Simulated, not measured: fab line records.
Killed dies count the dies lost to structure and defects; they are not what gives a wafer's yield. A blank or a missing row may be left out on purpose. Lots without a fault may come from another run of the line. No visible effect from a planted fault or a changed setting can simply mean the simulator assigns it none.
Which of the tools did it? :: flow nand_harc :: 45 wafers from 15 lots sampled at 2 of the route's 1159 steps

## WHAT THE GAUGES READ, wafer by wafer
NHARC_A_CHANNEL_HOLE_D1_CD_MEAS_30. Usual: cd_nm reads 89.8 nm (standard deviation 1.7).
lot: L387
measured: day 8 02:40
on: cd_sem-03
cd_nm (nm): 89.2 88.9 93.6
flag: 

lot: L388
measured: day 9 02:13
on: cd_sem-02
cd_nm (nm): 90.9 90.1 90.1
flag: 

lot: L389
measured: day 9 02:27
on: cd_sem-03
cd_nm (nm): 89.9 88.8 87.4
flag: 

lot: L391
measured: day 9 19:20
on: cd_sem-01
cd_nm (nm): 91.0 87.8 88.4
flag: 

lot: L394
measured: day 10 07:32
on: cd_sem-03
cd_nm (nm): 89.1 91.7 89.5
flag: 

lot: L396
measured: day 10 14:46
on: cd_sem-03
cd_nm (nm): 88.8 89.0 89.5
flag: 

lot: L400
measured: day 11 13:37
on: cd_sem-03
cd_nm (nm): 90.2 89.0 90.0
flag: 

lot: L398
measured: day 11 20:07
on: cd_sem-02
cd_nm (nm): 89.2 90.1 90.6
flag: 

lot: L401
measured: day 12 05:59
on: cd_sem-01
cd_nm (nm): 91.3 88.1 88.8
flag: 

lot: L402
measured: day 12 07:19
on: cd_sem-03
cd_nm (nm): 89.7 89.7 91.3
flag: 

lot: L405
measured: day 12 19:07
on: cd_sem-02
cd_nm (nm): 90.1 89.8 90.6
flag: 

lot: L406
measured: day 13 14:13
on: cd_sem-02
cd_nm (nm): 90.5 88.3 89.7
flag: 

lot: L408
measured: day 13 15:15
on: cd_sem-01
cd_nm (nm): 89.7 90.6 93.8
flag: 

lot: L407
measured: day 13 18:12
on: cd_sem-02
cd_nm (nm): 91.0 91.4 90.7
flag: 

lot: L409
measured: day 14 02:07
on: cd_sem-01
cd_nm (nm): 90.6 92.1 90.5
flag: 

## TOOL THAT RAN EACH LOT (tool first, then ch and the chambers of the sampled wafers, then the start)
lot: L387
NHARC_A_CHANNEL_HOLE_D1_STRIP_27: rie_diel-03 ch 0,1,2, day 8 02:40 or earlier

lot: L388
NHARC_A_CHANNEL_HOLE_D1_STRIP_27: rie_diel-05 ch 1,3, day 9 02:13 or earlier

lot: L389
NHARC_A_CHANNEL_HOLE_D1_STRIP_27: rie_diel-10 ch 0,1,2, day 9 02:27 or earlier

lot: L391
NHARC_A_CHANNEL_HOLE_D1_STRIP_27: rie_diel-05 ch 0,2,3, day 9 19:20 or earlier

lot: L394
NHARC_A_CHANNEL_HOLE_D1_STRIP_27: rie_diel-05 ch 0,1,2, day 10 07:32 or earlier

lot: L396
NHARC_A_CHANNEL_HOLE_D1_STRIP_27: rie_diel-05 ch 0,3, day 10 14:46 or earlier

lot: L400
NHARC_A_CHANNEL_HOLE_D1_STRIP_27: rie_diel-05 ch 0,2,3, day 11 13:37 or earlier

lot: L398
NHARC_A_CHANNEL_HOLE_D1_STRIP_27: rie_diel-03 ch 0,1,2, day 11 20:07 or earlier

lot: L401
NHARC_A_CHANNEL_HOLE_D1_STRIP_27: rie_diel-03 ch 1,2, day 12 05:59 or earlier

lot: L402
NHARC_A_CHANNEL_HOLE_D1_STRIP_27: rie_diel-10 ch 0,2,3, day 12 07:19 or earlier

lot: L405
NHARC_A_CHANNEL_HOLE_D1_STRIP_27: rie_diel-03 ch 0,2,3, day 12 19:07 or earlier

lot: L406
NHARC_A_CHANNEL_HOLE_D1_STRIP_27: rie_diel-03 ch 0,2,3, day 13 14:13 or earlier

lot: L408
NHARC_A_CHANNEL_HOLE_D1_STRIP_27: rie_diel-05 ch 1,2, day 13 15:15 or earlier

lot: L407
NHARC_A_CHANNEL_HOLE_D1_STRIP_27: rie_diel-10 ch 0,3, day 13 18:12 or earlier

lot: L409
NHARC_A_CHANNEL_HOLE_D1_STRIP_27: rie_diel-05 ch 0,1, day 14 02:07 or earlier
- NHARC_A_CHANNEL_HOLE_D1_STRIP_27: strips in O2.

## AS READ BY THE TOOLS THEMSELVES (means over the sampled wafers that have a number; for cases with no such wafer, the mark the record gives instead)
NHARC_A_CHANNEL_HOLE_D1_STRIP_27. Usual: drypump_motor_current_A 5.7 A, standard deviation 0.49; oes_product_au 0.999 a.u., standard deviation 0.012; rf_vpp_V 57.8 V, standard deviation 0.88; showerhead_plenum_p_Torr 3.57 Torr, standard deviation 0.15; throttle_valve_pct 17.037 %, standard deviation 0.0091.
lot: L387
tool: rie_diel-03
drypump_motor_current_A (A): 5.7
oes_product_au (a.u.): 1.010
rf_vpp_V (V): 57.8
showerhead_plenum_p_Torr (Torr): 3.59
throttle_valve_pct (%): 17.036
flag: 

lot: L388
tool: rie_diel-05
drypump_motor_current_A (A): 6.4
oes_product_au (a.u.): 1.005
rf_vpp_V (V): 57.9
showerhead_plenum_p_Torr (Torr): 3.69
throttle_valve_pct (%): 17.044
flag: 

lot: L389
tool: rie_diel-10
drypump_motor_current_A (A): 5.6
oes_product_au (a.u.): 1.003
rf_vpp_V (V): 57.6
showerhead_plenum_p_Torr (Torr): 3.41
throttle_valve_pct (%): 17.039
flag: 

lot: L391
tool: rie_diel-05
drypump_motor_current_A (A): 5.5
oes_product_au (a.u.): 1.002
rf_vpp_V (V): 57.4
showerhead_plenum_p_Torr (Torr): 3.56
throttle_valve_pct (%): 17.028
flag: 

lot: L394
tool: rie_diel-05
drypump_motor_current_A (A): 5.8
oes_product_au (a.u.): 1.009
rf_vpp_V (V): 57.8
showerhead_plenum_p_Torr (Torr): 3.63
throttle_valve_pct (%): 17.039
flag: 

lot: L396
tool: rie_diel-05
drypump_motor_current_A (A): 5.6
oes_product_au (a.u.): 0.996
rf_vpp_V (V): 58.7
showerhead_plenum_p_Torr (Torr): 3.59
throttle_valve_pct (%): 17.033
flag: 

lot: L400
tool: rie_diel-05
drypump_motor_current_A (A): 5.5
oes_product_au (a.u.): 1.005
rf_vpp_V (V): 57.8
showerhead_plenum_p_Torr (Torr): 3.56
throttle_valve_pct (%): 17.034
flag: 

lot: L398
tool: rie_diel-03
drypump_motor_current_A (A): 5.7
oes_product_au (a.u.): 1.020
rf_vpp_V (V): 57.1
showerhead_plenum_p_Torr (Torr): 3.59
throttle_valve_pct (%): 17.030
flag: 

lot: L401
tool: rie_diel-03
drypump_motor_current_A (A): 5.6
oes_product_au (a.u.): 1.006
rf_vpp_V (V): 58.0
showerhead_plenum_p_Torr (Torr): 3.53
throttle_valve_pct (%): 17.034
flag: 

lot: L402
tool: rie_diel-10
drypump_motor_current_A (A): 5.4
oes_product_au (a.u.): 0.997
rf_vpp_V (V): 57.8
showerhead_plenum_p_Torr (Torr): 3.52
throttle_valve_pct (%): 17.043
flag: 

lot: L405
tool: rie_diel-03
drypump_motor_current_A (A): 5.8
oes_product_au (a.u.): 1.004
rf_vpp_V (V): 57.7
showerhead_plenum_p_Torr (Torr): 3.62
throttle_valve_pct (%): 17.041
flag: 

lot: L406
tool: rie_diel-03
drypump_motor_current_A (A): 5.8
oes_product_au (a.u.): 1.000
rf_vpp_V (V): 58.0
showerhead_plenum_p_Torr (Torr): 3.62
throttle_valve_pct (%): 17.024
flag: 

lot: L408
tool: rie_diel-05
drypump_motor_current_A (A): 6.2
oes_product_au (a.u.): 1.004
rf_vpp_V (V): 57.4
showerhead_plenum_p_Torr (Torr): 3.65
throttle_valve_pct (%): 17.031
flag: 

lot: L407
tool: rie_diel-10
drypump_motor_current_A (A): 5.5
oes_product_au (a.u.): 1.005
rf_vpp_V (V): 57.7
showerhead_plenum_p_Torr (Torr): 3.53
throttle_valve_pct (%): 17.039
flag: 

lot: L409
tool: rie_diel-05
drypump_motor_current_A (A): 5.9
oes_product_au (a.u.): 0.986
rf_vpp_V (V): 58.1
showerhead_plenum_p_Torr (Torr): 3.70
throttle_valve_pct (%): 17.040
flag: 

## THE ANSWER, worked out from the rows above alone
Rule: a lot is off if the mean of its wafers that have a number lies more than 3 standard deviations from the usual mean. Also off: a lot with no number at a reading for which 4 or more lots have one. The other lots that the step has rows for count as sound. Order of review: gauges by route order, followed by the tools' own readings, for which a lot's mean as printed above is used. The first step at which some lot is off is used, and at that step the reading that is off furthest; a lot without a number counts as furthest.
No lot is off at any reading shown: from this, nothing can be told.

## WHAT WAS PUT IN BY THE SIMULATOR
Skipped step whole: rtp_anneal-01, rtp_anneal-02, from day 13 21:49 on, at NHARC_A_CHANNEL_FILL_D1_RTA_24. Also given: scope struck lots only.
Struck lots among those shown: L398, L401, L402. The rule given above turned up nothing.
